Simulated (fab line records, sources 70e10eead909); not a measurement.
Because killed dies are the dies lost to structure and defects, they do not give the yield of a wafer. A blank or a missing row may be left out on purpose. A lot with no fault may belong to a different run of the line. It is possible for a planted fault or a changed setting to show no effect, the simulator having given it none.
Check of tool commonality ; flow nand-harc ; Sampled: 3 lots, 9 wafers

== WHAT PROMPTED THE OPENING ==
Flagged at NHARC_END_SORT_01: reading killed-dies, on 2 of 3 lots. Fault-free wafers read 54, with a standard deviation of 17.
Rule: a lot is flagged in two cases, either no wafer of it has a number, or all its wafers with numbers fall more than 4 standard deviations from that mean. As for the other lots, they are considered sound.

lot;measured;on;killed-dies, wafer by wafer;flag
L200;day 24 23:26;prober-01;92 67 61;
L213;day 30 12:41;prober-01;142 147 151;FLAGGED
L214;day 31 14:28;prober-02;151 145 144;FLAGGED
Average over the flagged lots: 147; offset from the usual +93, equal to +5 standard deviations.

== TOOL THAT RAN EACH LOT ==
Before the reading, the record contains 3 process steps out of a 1302-step route. Every cell lists first the tool, next ch and the chambers used by the sampled wafers, and last the start.
lot;flag;NHARC_A_CHANNEL_FILL_D1_CVD_18;NHARC_THIN_TSV_ETCHBACK_48;NHARC_THIN_TSV_DEGAS_49
L200;;lpcvd-poly-02 ch 0, day 10 19:02;rie-diel-08 ch 0,1,3, day 24 10:25;pvd-sputter-01, day 24 10:56
L213;FLAGGED;lpcvd-poly-02 ch 0, day 15 23:31;rie-diel-09 ch 0,1,2, day 29 23:13;pvd-sputter-01, day 29 23:41
L214;FLAGGED;lpcvd-poly-02 ch 0, day 16 19:06;rie-diel-05 ch 0,3, day 31 01:50;pvd-sputter-03, day 31 02:22
What is done by these steps:
- NHARC_A_CHANNEL_FILL_D1_CVD_18: deposits poly-Si, target thk 3 nm.
- NHARC_THIN_TSV_ETCHBACK_48: etches the open film in C4F8/Ar, target depth 1028.5 nm, time 405.17 s.
- NHARC_THIN_TSV_DEGAS_49: time 120 s.
- NHARC_END_SORT_01

== FLAGGED OVER TOTAL, TOOL BY TOOL (the gauges that took the reading come last) ==
step;tool;lots run;flagged;share of the flagged lots;sound lots run after its first flagged lot
NHARC_A_CHANNEL_FILL_D1_CVD_18;lpcvd-poly-02;3;2;all;0
NHARC_THIN_TSV_ETCHBACK_48;rie-diel-05;1;1;some;0
NHARC_THIN_TSV_ETCHBACK_48;rie-diel-08;1;0;none;-
NHARC_THIN_TSV_ETCHBACK_48;rie-diel-09;1;1;some;0
NHARC_THIN_TSV_DEGAS_49;pvd-sputter-01;2;1;some;0
NHARC_THIN_TSV_DEGAS_49;pvd-sputter-03;1;1;some;0
NHARC_END_SORT_01;prober-01;2;1;some;0
NHARC_END_SORT_01;prober-02;1;1;some;0

== WHAT THE TABLE PERMITS ==
1 row of the table ran every flagged lot: lpcvd-poly-02 at NHARC_A_CHANNEL_FILL_D1_CVD_18.
- lpcvd-poly-02 at NHARC_A_CHANNEL_FILL_D1_CVD_18 ran 3 lots, 2 of them flagged. Its last sound lot is L200 (day 10 19:02), its first flagged lot L213 (day 15 23:31): a fault that began between those two fits.
lpcvd-poly-02 at NHARC_A_CHANNEL_FILL_D1_CVD_18 is the single tool remaining.

== WHAT HAD BEEN PUT IN BY THE SIMULATOR ==
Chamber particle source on lpcvd-poly-02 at NHARC_A_CHANNEL_FILL_D1_CVD_18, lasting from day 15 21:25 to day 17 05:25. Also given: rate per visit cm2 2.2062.
Lots struck among those shown: L213, L214. The same result came from the rule above.
